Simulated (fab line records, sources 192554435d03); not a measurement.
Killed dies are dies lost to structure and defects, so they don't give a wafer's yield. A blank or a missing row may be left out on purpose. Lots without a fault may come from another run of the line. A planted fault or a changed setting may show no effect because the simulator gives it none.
Problem report in the 8D (eight disciplines) form, filled by code | flow n5_finfet | the parts of the form that need people (team, actions taken, sign-off) are left out

1. THE PROBLEM
killed_at_front_end at N5_PASSIVATION_PROBE_49 reads a mean of 153 on 6 wafers of 2 lots; wafers without a fault read 36 with a standard deviation of 12. That is +9.8 standard deviations from the usual mean.
First seen on wafer L288.3, day 18 01:14, on prober-01. The record holds 9 wafers of 3 lots with a number at this step. Rule for "out", or "out of limits": more than 4 standard deviations from the usual mean. The other wafers with a number count as sound.

2. WHAT IT IS AND WHAT IT IS NOT
question                    | is                                                                                                       | is not
which readings at this step | killed_at_front_end, defect_limited_yield, killed_dies, sort_bin_5_function, sort_n_pass, sort_yield_pct | killed_at_M0_to_M3, killed_at_M4_up, killed_at_contacts, killed_open, killed_short, sort_bin_8_speed
which lots                  | L286, L288                                                                                               | L277
which wafers of those lots  | all that have a number                                                                                   | -
read on which tools         | prober-01, prober-02                                                                                     | -
when                        | from day 18 01:14                                                                                        | up to then (3 sound wafers)

3. SUSPECTS, AND WHAT RULES EACH OUT
Counting: a tool at a process step up to the reading stays a suspect if it ran every lot that is out and no sound lot after the first of them.
- wet_bench-06 at N5_HKMG_FIN_WET_ETCH_73 (etches the open film in SC1, time 42.3 s, target depth 1.3 nm, rinse time 30 s): kept. It ran every lot that is out, first L286 (day 7 23:44), and no sound lot after that; its last sound lot up to then is L277 (day 5 19:56).
- rie_metal-01 at N5_GATE_CUT_ETCHBACK_30 (etches TiN in Cl2/Ar, target depth 3 nm): kept. It ran every lot that is out, first L286 (day 8 01:49), and no sound lot after that.
- rie_diel-01 at N5_GATE_CUT_ETCH_58 (etches SiNx in CH3F/O2, target depth 17 nm, time 128.6 s): kept. It ran every lot that is out, first L286 (day 8 01:54), and no sound lot after that; its last sound lot up to then is L277 (day 5 22:07).
Left after counting: wet_bench-06 at N5_HKMG_FIN_WET_ETCH_73, rie_metal-01 at N5_GATE_CUT_ETCHBACK_30, rie_diel-01 at N5_GATE_CUT_ETCH_58.

4. THE CAUSE (what the simulator had put in)
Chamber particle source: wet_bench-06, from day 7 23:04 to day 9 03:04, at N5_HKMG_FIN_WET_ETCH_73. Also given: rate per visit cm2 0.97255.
Counting left 3 suspects, and this tool is among them.

5. THE CHAIN OF EFFECTS, in route order
Each row: a reading whose mean over the struck wafers that have a number lies more than 3 standard deviations from the usual. Only readings for which the record gives a usual standard deviation are gone through. hours: the time from each lot's start at the first step in this table that gives one to its start at this step, as a median over the lots. sigmas: the change in usual standard deviations.
hours | step                    | reading              | usual  | on struck wafers | change | sigmas
0     | N5_PASSIVATION_PROBE_49 | defect_limited_yield | 91.6 % | 82.5             | -9.1   | -6.5
0     | N5_PASSIVATION_PROBE_49 | killed_at_front_end  | 36     | 153              | +117   | +9.8
0     | N5_PASSIVATION_PROBE_49 | killed_dies          | 100    | 207              | +107   | +6.3
0     | N5_PASSIVATION_PROBE_49 | sort_bin_5_function  | 5.0 %  | 11.0             | +6.0   | +6.4
0     | N5_PASSIVATION_PROBE_49 | sort_n_pass          | 1080   | 973              | -107   | -6.3
0     | N5_PASSIVATION_PROBE_49 | sort_yield_pct       | 91.6 % | 82.5             | -9.1   | -6.5
The process steps in it:
- N5_PASSIVATION_PROBE_49

6. WHAT WOULD HAVE CAUGHT IT SOONER
In this record the first reading out of limits was taken at day 18 01:14, 242 hours after the fault began at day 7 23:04.
All the lots that are out (2) had begun N5_HKMG_FIN_WET_ETCH_73 on wet_bench-06 by day 18 01:14. A hold on the tool at that time would have spared none of them.
